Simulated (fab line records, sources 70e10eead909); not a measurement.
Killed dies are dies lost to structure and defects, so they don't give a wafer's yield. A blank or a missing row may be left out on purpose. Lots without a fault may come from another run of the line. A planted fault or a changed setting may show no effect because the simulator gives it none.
A struck lot beside a sound one | flow nand_harc | 14 steps out of a route of 1159
Sound: wafers L616.2, L616.4, L616.5. Struck: wafer L624.4. (L624.3 of the same lot was not struck and is left out.) The cause comes at the end.
At each step with rows: each side's tool, then ch and its chambers, then its first start. Under that, the readings that differ: sound wafers | struck wafers | difference of the means | sigmas: that difference in standard deviations of wafers without a fault.
alike: readings whose means differ by less than 2 such deviations, and words and numbers that are the same on both sides. not compared: withheld readings, readings that some wafer has no value for, bounds like >300 that may hide the same value, and numbers for which the record gives no deviation and whose values overlap.
The two part at a step that has a row with sigmas, a row that says differs or no value, or rows on one side only. Numbers that don't overlap but have no deviation are shown without sigmas and don't part them. A reading that every wafer of one side lacks parts them only if that side has two wafers or more.

first, 1 step without rows for these wafers: NHARC_A_CHANNEL_HOLE_D1_STRIP_43 (strips in O2/COS).
NHARC_A_CHANNEL_HOLE_D1_ETCH_44: etches the open film in CF4/O2, target depth 140 nm, overetch 14 nm, time 77 s.
  sound on rie_diel-03 ch 0,1, day 9 06:51; struck on rie_diel-04 ch 1, day 11 03:39
  reading               | sound             | struck | difference | sigmas
  oes_product_au (a.u.) | 1.007 1.007 1.003 | 0.982  | -0.024     | -3
  alike: drypump_motor_current_A, rf_vpp_V, showerhead_plenum_p_Torr, throttle_valve_pct
  not compared: rf_hours_counter_h
NHARC_A_CHANNEL_HOLE_D1_STRIP_27: strips in O2.
  sound on rie_diel-03 ch 0,1,2; struck on rie_diel-04 ch 2
  alike: drypump_motor_current_A, oes_product_au, rf_vpp_V, showerhead_plenum_p_Torr, throttle_valve_pct
  not compared: rf_hours_counter_h
then, 2 steps without rows for these wafers: NHARC_A_CHANNEL_HOLE_D1_PRECLEAN_28 (cleans in SC1); NHARC_A_CHANNEL_HOLE_D1_SRD_29.
NHARC_A_CHANNEL_HOLE_D1_CD_MEAS_30:
  sound on cd_sem-03, day 9 07:39; struck on cd_sem-02, day 11 04:28
  alike: cd_nm
NHARC_A_CHANNEL_HOLE_D1_XSEM_31:
  sound on xsem-01 ch 0, day 9 07:44; struck on xsem-02 ch 0, day 11 04:33
  alike: bot_cd_nm, bow_nm, tilt_deg
NHARC_A_CHANNEL_HOLE_D1_INSPECT_40:
  sound on defect_inspect-02, day 9 07:50; struck on defect_inspect-02, day 11 04:38
  alike: raw_defect_count
then, 3 steps without rows for these wafers: NHARC_A_CHANNEL_FILL_D1_PRECLEAN_00 (cleans in SC1); NHARC_A_CHANNEL_FILL_D1_SRD_01; NHARC_A_CHANNEL_FILL_D1_ALD_02 (deposits SiO2, target thk 6 nm, pulse time 10 s, ald cycles 60).
NHARC_A_CHANNEL_FILL_D1_ALD_03: deposits SiNx, target thk 6 nm, pulse time 60 s, ald cycles 58.
  sound on ald_sin_batch-01 ch 0; struck on ald_sin_batch-02 ch 0
  alike: precursor_pulse_height_rel, susceptor_temp_C
  not compared: ald_cycles
NHARC_A_CHANNEL_FILL_D1_ALD_14: deposits SiO2, target thk 2.5 nm, pulse time 10 s, ald cycles 25.
  sound on ald_hk-01 ch 2,3, day 9 18:03; struck on ald_hk-01 ch 2, day 11 11:52
  reading    | sound    | struck | difference | sigmas
  ald_cycles | 25 25 25 | 27     | +2         |
  alike: heater_power_w, precursor_pulse_height_rel, susceptor_temp_C
  not compared: since_wet_clean_h
NHARC_A_CHANNEL_FILL_D1_ALD_15: deposits SiNx, target thk 2 nm, pulse time 60 s, ald cycles 19.
  sound on ald_sin_batch-01 ch 0; struck on ald_sin_batch-01 ch 0
  alike: precursor_pulse_height_rel
  not compared: ald_cycles, susceptor_temp_C

WHERE THEY PART
Only at NHARC_A_CHANNEL_HOLE_D1_ETCH_44, within this record. Later steps at which nothing parts them and some readings are alike: NHARC_A_CHANNEL_HOLE_D1_STRIP_27, NHARC_A_CHANNEL_HOLE_D1_CD_MEAS_30, NHARC_A_CHANNEL_HOLE_D1_XSEM_31, NHARC_A_CHANNEL_HOLE_D1_INSPECT_40, NHARC_A_CHANNEL_FILL_D1_ALD_03, NHARC_A_CHANNEL_FILL_D1_ALD_14, NHARC_A_CHANNEL_FILL_D1_ALD_15.

WHY: what the simulator had put in
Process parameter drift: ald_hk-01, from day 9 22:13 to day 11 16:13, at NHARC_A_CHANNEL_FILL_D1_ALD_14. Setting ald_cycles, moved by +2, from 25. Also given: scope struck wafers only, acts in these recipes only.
